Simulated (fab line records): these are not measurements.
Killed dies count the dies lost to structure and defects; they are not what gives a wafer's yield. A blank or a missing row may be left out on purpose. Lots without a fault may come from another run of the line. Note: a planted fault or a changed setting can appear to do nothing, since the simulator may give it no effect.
A lot that was struck, set against a sound lot + flow nand harc + 15 out of 1302 route steps
Sound: these wafers, L605.1, L605.2, L605.3. Wafers L616.1, L616.3, L616.4 were the ones struck. At the end, the cause is stated.
Order at every step that has rows: each side's tool, ch and its chambers, its first start. Under that, the readings that differ: sound wafers + struck wafers + difference of the means + sigmas: that difference in standard deviations of wafers without a fault.
alike: same words and numbers on both sides, and readings whose means sit less than 2 such deviations apart. not compared: any withheld reading, any reading some wafer has no value for, any bound like >300 that may hide the same value, and any number with overlapping values for which the record gives no deviation.
A row with sigmas, a row that says differs or no value, or rows on one side alone: a step with any of these is where the two part. Numbers that have no deviation but don't overlap get no sigmas and don't part them. A reading missing from all wafers of one side parts the sides only when that side holds two or more wafers.

NHARC_A_BLC_OVL_MEAS_11:
  sound on overlay-02 at day 22 21:47; struck on overlay-01 at day 26 15:16
  alike: overlay x nm, overlay y nm
NHARC_A_BLC_INSPECT_12:
  sound on defect inspect-01 at day 22 21:50; struck on defect inspect-01 at day 26 15:19
  alike: raw defect count
NHARC_A_BLC_DESCUM_15: chemistry O2, time 3 s.
  sound on rie diel-06 ch 0,1,2, day 22 21:53; struck on rie diel-13 ch 0,2,3, day 26 15:22
| reading                | sound | struck | difference | sigmas |
|------------------------|-------|--------|------------|--------|
| rf hours counter h (h) | 2 2 1 | 4 5 4  | +3         |        |
  alike: drypump motor current A, oes product au, rf vpp V, showerhead plenum p Torr, throttle valve pct
then, 2 steps without rows for these wafers: NHARC_A_BLC_ETCH_16 (etches the open film in CF4, target depth 39 nm, time 65 s); NHARC_A_BLC_ETCH_17 (etches the open film in N2/H2, target depth 390 nm, time 609.38 s).
NHARC_A_BLC_ETCH_18: etches the open film in C4F8/O2/Ar, target depth 910 nm.
  sound: rie diel-06 ch 0,1,2; struck: rie diel-13 ch 0,1,2
| reading                | sound | struck | difference | sigmas |
|------------------------|-------|--------|------------|--------|
| rf hours counter h (h) | 2 2 2 | 5 5 6  | +3         |        |
  alike: oes product au, rf vpp V
NHARC_A_BLC_CD_MEAS_19:
  sound on cd sem-02 at day 22 22:51; struck on cd sem-01 at day 26 16:20
  alike: cd nm
NHARC_A_BLC_STRIP_29: strips in CF4.
  sound on rie diel-06 ch 0,2,3, day 22 22:56; struck on rie diel-13 ch 1,2,3, day 26 16:25
| reading                | sound | struck | difference | sigmas |
|------------------------|-------|--------|------------|--------|
| rf hours counter h (h) | 2 2 2 | 5 6 4  | +3         |        |
  alike: drypump motor current A, oes product au, rf vpp V, showerhead plenum p Torr, throttle valve pct
NHARC_A_BLC_STRIP_21: strips in O2.
  sound on rie diel-06 ch 1,2,3, day 22 23:02; struck on rie diel-13 ch 0,1,3, day 26 16:31
| reading                | sound | struck | difference | sigmas |
|------------------------|-------|--------|------------|--------|
| rf hours counter h (h) | 2 2 2 | 5 6 4  | +3         |        |
  alike: drypump motor current A, oes product au, rf vpp V, showerhead plenum p Torr, throttle valve pct
then, 3 steps without rows for these wafers: NHARC_A_BLC_STRIP_22 (strips in post etch residue remover, time 600 s); NHARC_A_BLC_DEGAS_30 (time 60 s); NHARC_A_BLC_PRE_CLEAN_31 (time 15 s).
NHARC_A_BLC_PVD_32: deposits Ti, target thk 5 nm, time 17.7 s.
  sound on pvd sputter-02 at day 22 23:35; struck on pvd sputter-02 at day 26 17:04
  no value came back on the struck wafers for cathode dc power W (W), chamber pressure pa (Pa), throttle valve pct (%); on the sound wafers cathode dc power W (W) reads 4999.8 4999.4 5000.4
NHARC_A_BLC_ALD_23: deposits TiN, target thk 3 nm, pulse time 1 s, ald cycles 150.
  sound on ald metal-02 ch 0,2,3, day 22 23:43; struck on ald metal-04 ch 1,2,3, day 26 17:10
  alike: heater power w, precursor pulse height rel
NHARC_END_SORT_01:
  sound on prober-01 ch 0, day 24 20:21; struck on prober-02 ch 0, day 28 11:53
| reading         | sound    | struck      | difference | sigmas |
|-----------------|----------|-------------|------------|--------|
| killed at array | 46 40 45 | 284 287 271 | +237       | +11    |
| killed at other | 4 4 3    | 0 1 0       | -3         | -3     |
| killed dies     | 51 44 52 | 289 293 275 | +237       | +12    |
  alike: killed at periphery, killed open, killed short

== WHERE THEY PART ==
First at NHARC_A_BLC_PVD_32; last, within this record, at NHARC_END_SORT_01.

WHY: the cause the simulator had injected
At NHARC_A_BLC_PVD_32, the step was skipped entirely on pvd sputter-02 from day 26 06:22 on. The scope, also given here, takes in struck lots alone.
